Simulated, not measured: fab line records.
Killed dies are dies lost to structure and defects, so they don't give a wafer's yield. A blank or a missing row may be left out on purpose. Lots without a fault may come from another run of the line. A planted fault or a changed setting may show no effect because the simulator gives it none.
Matching of chambers | flow nand-harc | pecvd-02 running NHARC_A_SGD_CUT_DEP_00: 3 sister chambers
The step deposits SiNx, target thk 50 nm. 6 wafers are shown with their chamber, then 12 later ones without.

== EACH WAFER AND ITS CHAMBER ==
wafer  | chamber | heater-power-w (W)
L088.1 | 1       | 866
L088.4 | 1       | 893
L087.6 | 0       | 643
L090.2 | 2       | 670
L090.3 | 0       | 676
L090.6 | 2       | 674

== WAFERS MISSING THEIR CHAMBER ==
wafer  | heater-power-w (W)
L090.1 | 731
L090.4 | 674
L090.5 | 778
L092.2 | 853
L092.5 | 852
L092.6 | 639
L094.2 | 750
L094.4 | 653
L094.5 | 673
L095.2 | 630
L095.3 | 740
L095.6 | 622

== WHICH CHAMBER EACH WENT THROUGH ==
wafer  | from the rows above          | in truth
L090.1 | can't be placed: 2 or 0      | 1
L090.4 | can't be placed: 2 or 0      | 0
L090.5 | can't be placed: 1 or 2 or 0 | 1
L092.2 | 1                            | 1
L092.5 | 1                            | 1
L092.6 | can't be placed: 0 or 2      | 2
L094.2 | can't be placed: 2 or 0      | 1
L094.4 | can't be placed: 0 or 2      | 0
L094.5 | can't be placed: 2 or 0      | 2
L095.2 | can't be placed: 0 or 2      | 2
L095.3 | can't be placed: 2 or 0      | 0
L095.6 | can't be placed: 0 or 2      | 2
Correctly placed: 2 of 12. These rows do not allow placing 10 (true chamber among the candidates in 8). Wrongly placed: 0.
How it was worked out, from the rows above alone: a wafer's distance from a chamber is the root of the sum, over the readings, of the square of ((its reading less the chamber's mean) divided by the reading's scatter). The wafer belongs to the nearest chamber; if the next one is less than 2 further off, it can't be placed. A chamber's mean is the mean of its shown wafers. The scatter is the square root of a quotient: the sum, over the shown wafers, of each reading's squared deviation from its chamber's mean, divided by wafers minus chambers.
